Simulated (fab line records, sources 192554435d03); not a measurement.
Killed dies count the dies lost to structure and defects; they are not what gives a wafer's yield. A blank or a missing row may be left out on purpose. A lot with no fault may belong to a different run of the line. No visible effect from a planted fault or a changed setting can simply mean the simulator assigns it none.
One fault through the eyes of 2 desks / flow n5 finfet / each desk has only its own numbers; what lay behind them comes last

FROM THE METROLOGY DESK
What the gauges read, lot by lot, whatever tool the lot ran on: means of the sampled wafers that have a number. Any lot whose mean is over 4 standard deviations away from the usual mean is out of limits and marked OUT; that distance is given in the brackets. Shown here are 7 of its 10 readings, the ones lying furthest out on some lot.
Columns: A = DIBL_N at N5_BEOL_M4_RC_MEAS_101, usual 35.9 mV/V; B = IOFF_P at N5_BEOL_M4_RC_MEAS_101, usual 0.21 nA/um; C = ION_N at N5_BEOL_M4_RC_MEAS_101, usual 672 uA/um; D = ION_P at N5_BEOL_M4_RC_MEAS_101, usual 461 uA/um; E = SS_N at N5_BEOL_M4_RC_MEAS_101, usual 71.4 mV/dec; F = SS_P at N5_BEOL_M4_RC_MEAS_101, usual 73.2 mV/dec; G = VT_P at N5_BEOL_M4_RC_MEAS_101, usual -250 mV
lot=L991; first seen here=day 9 00:26; A=34.6; B=0.22; C=671; D=468; E=71.2; F=72.4; G=-247
lot=L992; first seen here=day 9 04:48; A=37.0; B=0.24; C=677; D=460; E=71.6; F=73.7; G=-247
lot=L994; first seen here=day 9 14:31; A=36.5; B=0.19; C=675; D=454; E=71.7; F=73.1; G=-254
lot=L996; first seen here=day 9 16:41; A=36.1; B=0.21; C=673; D=468; E=71.1; F=73.1; G=-248
lot=L997; first seen here=day 10 06:41; A=35.9; B=0.18; C=680; D=459; E=70.8; F=73.4; G=-254
lot=L104; first seen here=day 11 15:05; A=34.6; B=0.16; C=669; D=455; E=71.0; F=73.1; G=-254
lot=L107; first seen here=day 12 12:24; A=36.6; B=0.21; C=670; D=458; E=72.1; F=73.3; G=-249
lot=L109; first seen here=day 13 21:21; A=36.7; B=0.17; C=660; D=447; E=71.5; F=73.0; G=-256
lot=L111; first seen here=day 13 21:41; A=35.3; B=0.21; C=673; D=458; E=71.6; F=73.7; G=-250
lot=L112; first seen here=day 14 04:16; A=36.4; B=0.20; C=673; D=459; E=71.1; F=73.6; G=-252
This desk found nothing out of limits on any of the 10 lots.

FOR THE TOOL OWNER'S DESK: pecvd-04
The tool's own readings at N5_BEOL_M2_ILD_DEP_00 (deposits SiOC from DEMS/O2, target thk 79 nm, time 15.3 s): means of the sampled wafers that have a number, for each lot that ran on this tool. Any lot whose mean is over 4 standard deviations away from the usual mean is out of limits and marked OUT; that distance is given in the brackets.
Columns: A = heater power outer w at N5_BEOL_M2_ILD_DEP_00, usual 261 W; B = heater power w at N5_BEOL_M2_ILD_DEP_00, usual 508 W; C = showerhead plenum p Torr at N5_BEOL_M2_ILD_DEP_00, usual 5.687 Torr; D = susceptor temp C at N5_BEOL_M2_ILD_DEP_00, usual 350.01 C; E = throttle valve pct at N5_BEOL_M2_ILD_DEP_00, usual 11.9 %
lot=L996; first seen here=day 8 11:29; A=288; B=567; C=5.674; D=350.02; E=12.1
lot=L997; first seen here=day 8 13:35; A=306; B=599; C=5.686; D=347.09 (-13) OUT; E=12.1
lot=L112; first seen here=day 12 11:38; A=304; B=586; C=5.680; D=350.11; E=11.9
This desk finds L997 out of limits, L997 being first, at day 8 13:35 (susceptor temp C at N5_BEOL_M2_ILD_DEP_00). L996, L112 stayed within limits.

ALL TOGETHER
The tool owner's desk could have raised an alarm at day 8 13:35, on L997.
Metrology desk: nothing out of limits seen.
The metrology desk has L997 on record, within its limits.
All the named lots went through N5_BEOL_M2_ILD_DEP_00 on pecvd-04.

WHAT THE SIMULATOR HAD PUT IN
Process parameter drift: pecvd-04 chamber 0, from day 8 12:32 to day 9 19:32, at N5_BEOL_M2_ILD_DEP_00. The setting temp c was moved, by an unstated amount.
Shown lots that were struck: L997.
Hours from the fault's start to each desk's first reading out of limits: the tool owner's desk, 1.
